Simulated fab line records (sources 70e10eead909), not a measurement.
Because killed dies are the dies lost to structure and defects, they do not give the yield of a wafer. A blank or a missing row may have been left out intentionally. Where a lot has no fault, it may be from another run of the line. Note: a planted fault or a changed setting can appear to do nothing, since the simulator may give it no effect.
fab line records -- flow nand-harc
record lots=7, wafers=20, last-day=33
route steps=1302 shown A_CHANNEL_FILL_D2@615 END@1302
lots that met no fault: taken from a fault-free run of the same line
start-h: hours from the record's first day to the start of the lot's first wafer shown -- wait-h: hours since the lot's step before -- " the same as in the row above -- L1.1+2: several wafers, shown together as one row -- - no value present, or no start provided -- * or withheld: withheld -- < > ~ a bound
route shown NAME@n: NAME is a module with steps in the file, n the number in the route of the first one -- usual: mean/standard deviation of fault-free wafers -- same: alike in all rows -- chamber/n: place in a boat -- sites: each site's reading -- _std_site: the values' standard deviation -- _edge_site: inner sites' mean taken away from outer sites' mean -- radius-mm: how far each site lies from the wafer's centre -- mask NAME#n: copy n -- behind: the most recent tool/chamber to have shaped the wafer -- hold: why the lot was held/for how many hours/how that ended -- device: names the non-switching transistor (n, p or np) -- end of line: the route-end tests of the same wafers -- step lacking rows: just its recipe -- killed: dies that structure and defects cost at the first sort, which is not the same as the wafer's yield -- map: shows each die of a wafer: x if killed, . if not, _ if none is there
set.NAME: the setting that was run; set.NAME@STEP: the one run at that earlier step -- model.NAME: the simulator's own value behind a step, which no gauge read
certain route steps with their lots: each step a table, each wafer a row
services: when a tool's chamber went out of use (start-h, in hours from the record's first day, below 0 if earlier), for how many hours, and the reason
## steps
# step NHARC_A_CHANNEL_FILL_D2_ALD_15
# recipe target-thk-a=20, pulse-time-s=60, ald-cycles=19, temp-c=630, pressure-torr=2, material=SiNx
# usual ald-cycles=19/0, precursor-pulse-height-rel=0.999/0.019
lot.wafer,tool,chamber,start-h,wait-h,ald-cycles,precursor-pulse-height-rel
L198.1,ald-sin-batch-03,0,-,-,19,1.002
L198.3,ald-sin-batch-03,0,-,-,19,1.007
L198.6,ald-sin-batch-03,0,-,-,19,0.965
L200.1,ald-sin-batch-03,0,-,-,19,0.995
L200.2,ald-sin-batch-03,0,-,-,19,0.994
L200.6,ald-sin-batch-03,0,-,-,19,0.983
L202.1,ald-sin-batch-02,0,351.86,3.1,19,0.966
L202.4,ald-sin-batch-02,0,351.86,3.1,19,1.008
L202.6,ald-sin-batch-02,0,351.86,3.1,19,1.002
L203.1,ald-sin-batch-03,0,379.50,3.1,19,1.004
L203.2,ald-sin-batch-03,0,379.50,3.1,19,1.014
L203.4,ald-sin-batch-03,0,379.50,3.1,19,1.007
L204.2,ald-sin-batch-03,0,-,-,19,1.020
L204.6,ald-sin-batch-03,0,-,-,19,0.986
L219.2,ald-sin-batch-02,0,-,-,19,0.987
L219.4,ald-sin-batch-02,0,-,-,19,0.980
L219.5,ald-sin-batch-02,0,-,-,19,1.010
L220.3,ald-sin-batch-02,0,-,-,19,1.041
L220.4,ald-sin-batch-02,0,-,-,19,1.010
L220.6,ald-sin-batch-02,0,-,-,19,1.010
# step NHARC_A_CHANNEL_FILL_D2_ALD_16
# recipe target-thk-a=15, pulse-time-s=10, ald-cycles=15, temp-c=300, material=SiO2
# usual ald-cycles=15/0, heater-power-w=471/58, precursor-pulse-height-rel=0.998/0.02
lot.wafer,tool,chamber,start-h,wait-h,ald-cycles,heater-power-w,precursor-pulse-height-rel
L198.3,ald-hk-02,0,311.97,0.0,15,574,0.991
L198.1,ald-hk-02,2,311.97,0.0,15,442,1.037
L198.6,ald-hk-02,0,311.97,0.0,15,554,0.988
L200.2,ald-hk-02,3,344.17,0.0,15,425,0.960
L200.1,ald-hk-02,1,344.17,0.0,15,482,1.040
L200.6,ald-hk-02,0,344.17,0.0,15,548,1.032
L202.4,ald-hk-04,0,353.96,0.1,15,396,0.997
L202.1,ald-hk-04,1,353.96,0.1,15,499,0.995
L202.6,ald-hk-04,3,353.96,0.1,15,504,1.024
L203.1,ald-hk-04,0,381.73,0.2,15,408,0.991
L203.4,ald-hk-04,2,381.73,0.2,15,379,0.983
L203.2,ald-hk-04,3,381.73,0.2,15,506,1.020
L204.2,ald-hk-04,2,387.61,0.1,15,373,0.984
L204.6,ald-hk-04,0,387.61,0.1,15,407,1.020
L219.2,ald-hk-04,0,535.93,0.0,15,412,1.003
L219.4,ald-hk-04,1,535.93,0.0,15,511,0.972
L219.5,ald-hk-04,1,535.93,0.0,15,519,1.016
L220.3,ald-hk-04,3,551.33,0.1,15,469,1.049
L220.4,ald-hk-04,0,551.33,0.1,15,397,0.994
L220.6,ald-hk-04,3,551.33,0.1,15,472,0.998
# step NHARC_A_CHANNEL_FILL_D2_ANNEAL_17
# recipe temp-c=850, time-s=1800
# step NHARC_A_CHANNEL_FILL_D2_CVD_18
# recipe target-thk-a=30, temp-c=550, material=poly-Si
# step NHARC_A_CHANNEL_FILL_D2_ETCHBACK_19
# recipe target-depth-a=50, time-s=1.7, hbr-flow-sccm=150, cl2-flow-sccm=50, rf-w=400, icp-w=400, bias-w=100, chemistry=HBr/Cl2
# step NHARC_A_CHANNEL_FILL_D2_ETCHBACK_20
# recipe target-depth-a=270, time-s=13.5, c4f8-flow-sccm=withheld, o2-flow-sccm=8, ar-flow-sccm=withheld, rf-w=600, bias-w=1500, chemistry=C4F8/O2/Ar
# usual oes-product-au=0.985/0.026, rf-vpp-V=976/4.5
lot.wafer,tool,chamber,start-h,wait-h,oes-product-au,rf-hours-counter-h,rf-vpp-V
L198.3,rie-diel-07,3,324.91,-,0.999,1,971
L198.1,rie-diel-07,0,324.91,-,1.005,1,985
L198.6,rie-diel-07,0,324.91,-,1.000,-,986
L200.1,rie-diel-07,2,356.16,-,0.972,1,982
L200.2,rie-diel-07,1,356.16,-,0.989,1,979
L200.6,rie-diel-07,2,356.16,-,0.972,-,980
L202.4,rie-diel-11,0,366.09,-,0.930,3,971
L202.1,rie-diel-11,1,366.09,-,0.929,2,972
L202.6,rie-diel-11,1,366.09,-,0.917,-,971
L203.1,rie-diel-07,1,393.72,-,0.999,3,978
L203.4,rie-diel-07,2,393.72,-,0.991,3,981
L203.2,rie-diel-07,3,393.72,-,1.003,3,972
L204.2,rie-diel-11,3,401.22,-,0.994,3,979
L204.6,rie-diel-11,3,401.22,-,1.001,-,975
L219.4,rie-diel-07,3,547.58,-,1.009,2,970
L219.2,rie-diel-07,0,547.58,-,0.997,1,984
L219.5,rie-diel-07,3,547.58,-,1.008,-,971
L220.4,rie-diel-11,3,560.87,-,1.004,3,977
L220.3,rie-diel-11,0,560.87,-,0.996,3,972
L220.6,rie-diel-11,3,560.87,-,0.996,-,975
# step NHARC_A_CHANNEL_FILL_D2_STRIP_28
# recipe time-s=20, o2-flow-sccm=500, ar-flow-sccm=0, bias-w=0, chemistry=O2
# usual drypump-motor-current-A=5.8/0.38, oes-product-au=1.000/0.0084, rf-vpp-V=57.6/0.85, showerhead-plenum-p-Torr=3.46/0.11, throttle-valve-pct=17.036/0.008
lot.wafer,tool,chamber,start-h,wait-h,drypump-motor-current-A,oes-product-au,rf-hours-counter-h,rf-vpp-V,showerhead-plenum-p-Torr,throttle-valve-pct
L198.1,rie-diel-07,2,325.00,0.1,5.7,0.992,1,58.8,3.60,17.049
L198.3,rie-diel-07,0,325.00,0.1,5.9,1.007,1,58.5,3.69,17.040
L198.6,rie-diel-07,3,325.00,0.1,6.5,1.003,-,56.1,3.35,17.034
L200.1,rie-diel-07,1,356.25,0.1,5.7,1.002,1,57.1,3.51,17.027
L200.2,rie-diel-07,2,356.25,0.1,5.8,0.997,1,57.9,3.59,17.017
L200.6,rie-diel-07,1,356.25,0.1,5.7,1.004,-,56.5,3.51,17.052
L202.4,rie-diel-11,3,366.18,0.1,5.4,1.007,2,58.0,3.49,17.049
L202.1,rie-diel-11,0,366.18,0.1,5.9,1.006,3,56.7,3.35,17.045
L202.6,rie-diel-11,2,366.18,0.1,5.4,1.013,-,56.4,3.34,17.034
L203.2,rie-diel-07,1,393.81,0.1,5.6,1.011,3,57.6,3.51,17.048
L203.1,rie-diel-07,2,393.81,0.1,5.7,0.998,3,57.0,3.59,17.048
L203.4,rie-diel-07,3,393.81,0.1,6.5,1.007,3,57.6,3.35,17.034
L204.2,rie-diel-11,1,401.31,0.1,6.1,1.002,3,58.0,3.38,17.040
L204.6,rie-diel-11,3,401.31,0.1,5.5,1.014,-,57.3,3.49,17.044
L219.4,rie-diel-07,2,547.67,0.1,5.7,0.999,2,58.0,3.59,17.030
L219.2,rie-diel-07,0,547.67,0.1,5.9,1.005,1,58.5,3.68,17.033
L219.5,rie-diel-07,3,547.67,0.1,6.5,0.996,-,58.0,3.35,17.018
L220.3,rie-diel-11,2,560.95,0.1,5.4,0.993,3,57.1,3.34,17.049
L220.4,rie-diel-11,0,560.95,0.1,5.9,0.998,3,58.4,3.35,17.027
L220.6,rie-diel-11,2,560.95,0.1,5.4,1.002,-,56.6,3.34,17.034
# step NHARC_A_CHANNEL_FILL_D2_PRECLEAN_21
# recipe time-s=30, chemistry=dHF
# step NHARC_A_CHANNEL_FILL_D2_SRD_23
# step NHARC_A_CHANNEL_FILL_D2_CVD_05
# recipe target-thk-a=50, temp-c=550, material=poly-Si
# step NHARC_A_CHANNEL_FILL_D2_ANNEAL_22
# recipe temp-c=620, time-s=7200
# step NHARC_A_CHANNEL_FILL_D2_ALD_25
# recipe target-thk-a=600, pulse-time-s=10, ald-cycles=600, temp-c=300, material=SiOx
# usual ald-cycles=600/0, heater-power-w=467/58, precursor-pulse-height-rel=1.002/0.021
lot.wafer,tool,chamber,start-h,wait-h,ald-cycles,heater-power-w,precursor-pulse-height-rel
L198.1,ald-hk-04,2,338.32,2.2,600,369,1.011
L198.3,ald-hk-04,1,341.99,5.8,600,488,1.027
L198.6,ald-hk-04,2,343.22,7.1,600,384,0.982
L200.2,ald-hk-04,1,371.18,3.7,620,485,1.003
L200.1,ald-hk-04,3,372.41,4.9,600,516,1.023
L200.6,ald-hk-04,2,374.25,6.8,620,383,0.988
L202.4,ald-hk-04,0,378.74,1.3,600,401,1.011
L202.1,ald-hk-04,1,378.74,1.3,600,492,0.959
L202.6,ald-hk-04,0,381.14,3.7,620,404,0.984
L203.1,ald-hk-02,3,407.02,0.1,600,416,1.013
L203.2,ald-hk-02,0,407.02,0.1,600,562,1.021
L203.4,ald-hk-02,2,408.88,1.9,600,453,1.009
L204.2,ald-hk-04,0,413.89,1.3,620,409,1.002
L204.6,ald-hk-04,2,415.10,2.5,620,388,0.998
L219.2,ald-hk-01,3,560.20,1.3,600,426,1.025
L219.4,ald-hk-01,0,560.20,1.3,600,617,0.997
L219.5,ald-hk-01,2,562.02,3.1,600,511,1.029
L220.3,ald-hk-02,3,574.14,1.3,600,409,0.988
L220.4,ald-hk-02,0,574.14,1.3,600,530,0.995
L220.6,ald-hk-02,2,576.01,3.2,600,461,1.025
# step NHARC_A_CHANNEL_FILL_D2_ETCHBACK_08
# recipe target-depth-a=2200, time-s=110, c4f8-flow-sccm=20, ar-flow-sccm=withheld, rf-w=600, bias-w=300, chemistry=C4F8
# usual oes-product-au=0.96/0.036, rf-vpp-V=439.7/2.3
lot.wafer,tool,chamber,start-h,wait-h,oes-product-au,rf-hours-counter-h,rf-vpp-V
L198.1,rie-diel-11,3,-,-,1.00,2,441.7
L198.3,rie-diel-11,1,-,-,1.01,2,437.0
L198.6,rie-diel-11,3,-,-,1.01,-,440.7
L200.2,rie-diel-07,0,-,-,0.93,2,444.1
L200.1,rie-diel-07,3,-,-,0.94,2,437.1
L200.6,rie-diel-07,1,-,-,0.92,-,440.0
L202.4,rie-diel-11,3,-,-,0.93,3,439.4
L202.1,rie-diel-11,1,-,-,0.91,3,439.3
L202.6,rie-diel-11,2,-,-,0.93,-,436.7
L203.2,rie-diel-07,3,-,-,0.94,4,437.1
L203.1,rie-diel-07,0,-,-,0.92,4,443.2
L203.4,rie-diel-07,1,-,-,0.92,4,441.5
L204.2,rie-diel-11,1,-,-,0.92,4,437.9
L204.6,rie-diel-11,2,-,-,0.93,-,436.0
L219.2,rie-diel-07,0,-,-,0.93,2,443.6
L219.4,rie-diel-07,1,-,-,0.92,2,439.3
L219.5,rie-diel-07,3,-,-,0.92,-,438.4
L220.3,rie-diel-07,3,-,-,0.94,3,437.9
L220.4,rie-diel-07,1,-,-,0.93,3,440.5
L220.6,rie-diel-07,3,-,-,0.93,-,437.5
# step NHARC_END_SORT_01
# recipe temp-c=25
# usual killed-at-array=59/17, killed-at-other=0.7/0.9, killed-at-periphery=3.6/2.3, killed-dies=63/18, killed-open=3.4/1.9, killed-short=2.6/1.7
# same gross-dies=677
lot.wafer,tool,chamber,start-h,wait-h,killed-at-array,killed-at-other,killed-at-periphery,killed-dies,killed-open,killed-short
L198.1,prober-02,0,570.54,2.5,78,0,3,81,3,4
L198.3,prober-02,0,572.09,3.1,76,2,7,85,1,2
L198.6,prober-02,0,574.41,3.9,86,0,5,91,4,4
L202.1,prober-01,0,598.16,2.5,69,1,2,72,2,1
L202.4,prober-01,0,600.56,3.4,82,3,3,88,8,5
L202.6,prober-01,0,602.16,4.0,74,1,2,77,2,3
L204.2,prober-02,0,630.84,2.8,74,1,6,81,2,0
L204.6,prober-02,0,634.08,4.0,68,0,5,73,3,3
L203.1,prober-01,0,634.31,2.5,52,0,5,57,1,1
L203.2,prober-01,0,635.12,2.8,73,0,2,75,4,2
L203.4,prober-01,0,636.72,3.4,60,0,7,67,0,1
# killed by level:class
L198.1 A_CHANNEL_HOLE_D1:chamber-film-flake=35 A_SLIT:chamber-film-flake=22 A_DECK1_JOINT:geometric-particle:short=4 A_CHANNEL_HOLE_D2:chamber-film-flake=4 A_CONTACT:chamber-film-flake=4 P_ZERO_WELL:chamber-film-flake=3 A_CHANNEL_FILL_D2:chamber-film-flake=3 A_DECK1_JOINT:geometric-particle:open=1
L198.3 A_CHANNEL_HOLE_D1:chamber-film-flake=31 A_SLIT:chamber-film-flake=31 A_CHANNEL_HOLE_D2:chamber-film-flake=5 P_ZERO_WELL:chamber-film-flake=4 A_CONTACT:chamber-film-flake=4 P_STI:chamber-film-flake=2 A_STAIRCASE:chamber-film-flake=2 THIN_TSV:chamber-film-flake=2
L198.6 A_CHANNEL_HOLE_D1:chamber-film-flake=37 A_SLIT:chamber-film-flake=26 A_CHANNEL_HOLE_D2:chamber-film-flake=7 P_ZERO_WELL:chamber-film-flake=4 A_CHANNEL_FILL_D2:chamber-film-flake=3 A_CHANNEL_FILL_D1:geometric-particle:short=2 A_M0:geometric-particle:open=2 A_CHANNEL_FILL_D1:chamber-film-flake=2
L202.1 A_CHANNEL_HOLE_D1:chamber-film-flake=33 A_SLIT:chamber-film-flake=21 A_CHANNEL_HOLE_D2:chamber-film-flake=9 A_CHANNEL_FILL_D1:chamber-film-flake=2 A_STAIRCASE:chamber-film-flake=2 P_M0:geometric-particle:short=1 P_M1:geometric-particle:open=1 A_ONON_D2:geometric-particle:open=1
L202.4 A_CHANNEL_HOLE_D1:chamber-film-flake=29 A_SLIT:chamber-film-flake=23 A_CHANNEL_HOLE_D2:chamber-film-flake=10 A_STAIRCASE:chamber-film-flake=4 THIN_TSV:chamber-film-flake=3 A_ONON_D2:geometric-particle:short=2 A_CHANNEL_FILL_D2:geometric-particle:open=2 A_SGD_CUT:geometric-particle:short=2
L202.6 A_CHANNEL_HOLE_D1:chamber-film-flake=32 A_SLIT:chamber-film-flake=24 A_CHANNEL_HOLE_D2:chamber-film-flake=5 A_STAIRCASE:chamber-film-flake=5 P_CONTACT:geometric-particle:short=1 P_M0:geometric-particle:open=1 A_CHANNEL_HOLE_D1:geometric-particle:short=1 A_CHANNEL_FILL_D2:geometric-particle:short=1
L204.2 A_CHANNEL_HOLE_D2:chamber-film-flake=37 A_CHANNEL_HOLE_D1:chamber-film-flake=30 A_STAIRCASE:chamber-film-flake=3 P_M0:geometric-particle:open=2 P_GATE:chamber-film-flake=2 P_BONDPAD:chamber-film-flake=2 A_ZERO_WELL:chamber-film-flake=1 A_CHANNEL_FILL_D1:chamber-film-flake=1
L204.6 A_CHANNEL_HOLE_D2:chamber-film-flake=36 A_CHANNEL_HOLE_D1:chamber-film-flake=19 A_CONTACT:chamber-film-flake=4 P_BONDPAD:chamber-film-flake=2 A_ZERO_WELL:chamber-film-flake=2 A_STAIRCASE:chamber-film-flake=2 P_STI:geometric-particle:short=1 P_STI:geometric-particle:open=1
L203.1 A_SLIT:chamber-film-flake=29 A_CHANNEL_HOLE_D2:chamber-film-flake=13 A_CHANNEL_HOLE_D1:chamber-film-flake=3 P_BONDPAD:chamber-film-flake=2 A_WL_FILL:chamber-film-flake=2 A_CONTACT:chamber-film-flake=2 P_M2:geometric-particle:open=1 A_CHANNEL_FILL_D1:geometric-particle:short=1
L203.2 A_SLIT:chamber-film-flake=35 A_CHANNEL_HOLE_D2:chamber-film-flake=16 A_CONTACT:chamber-film-flake=7 A_WL_FILL:chamber-film-flake=5 A_CHANNEL_HOLE_D1:chamber-film-flake=3 P_M2:geometric-particle:open=1 A_CHANNEL_FILL_D1:geometric-particle:open=1 A_CHANNEL_HOLE_D2:geometric-particle:short=1
L203.4 A_SLIT:chamber-film-flake=31 A_CHANNEL_HOLE_D2:chamber-film-flake=15 A_CONTACT:chamber-film-flake=6 P_BONDPAD:chamber-film-flake=4 A_STAIRCASE:chamber-film-flake=3 A_CHANNEL_HOLE_D1:chamber-film-flake=2 A_WL_FILL:chamber-film-flake=2 P_CONTACT:geometric-particle:short=1
## services
tool,chamber,start-h,hours,kind
rie-diel-07,-,294.20,9.0,pm
rie-diel-07,0,294.20,9.0,vent-cycle
rie-diel-07,1,294.20,9.0,vent-cycle
rie-diel-07,2,294.20,9.0,vent-cycle
rie-diel-07,3,294.20,9.0,vent-cycle
rie-diel-07,0,303.20,-,clean
rie-diel-07,1,303.20,-,clean
rie-diel-07,2,303.20,-,clean
rie-diel-07,3,303.20,-,clean
ald-hk-01,-,305.35,10.0,pm
ald-hk-04,-,320.93,1.3,repair
rie-diel-07,0,327.70,-,clean
rie-diel-07,1,327.70,-,clean
rie-diel-07,-,391.05,0.4,repair
rie-diel-11,0,413.39,5.5,repair
rie-diel-11,-,432.50,9.0,pm
rie-diel-07,2,437.36,3.0,repair
rie-diel-07,0,451.93,14.4,repair
rie-diel-11,1,459.15,5.2,repair
rie-diel-07,-,471.20,9.0,pm
ald-hk-01,-,480.47,1.0,repair
ald-hk-01,-,483.35,10.0,pm
rie-diel-07,0,500.74,19.2,repair
rie-diel-11,1,517.66,16.6,repair
## key
first-sign step=NHARC_A_CHANNEL_FILL_D2_ALD_25, reading=ald-cycles, direction=up, sigmas=99+, usual=600, struck=620
effect none on later readings
met-at NHARC_A_CHANNEL_FILL_D2_ALD_25
struck-wafers L200.2,L200.6,L202.6,L204.2,L204.6
tester-left-out L200,L202,L204
fault kind=process-parameter-drift, tool=ald-hk-04, chamber=-, onset-h=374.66, steps=NHARC_A_CHANNEL_FILL_D2_ALD_25, channel=ald-cycles, offset=20, shape=step, end-h=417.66, scope=struck-wafers-only, acts-in=these-recipes-only, stated=600
# tester-left-out: of these lots the tester's yield and bins aren't shown, on N5 and GAA mostly nor the transistor test; their killed dies are dies lost to structure and defects alone, not to doping, threshold or leakage, so they don't give the yield
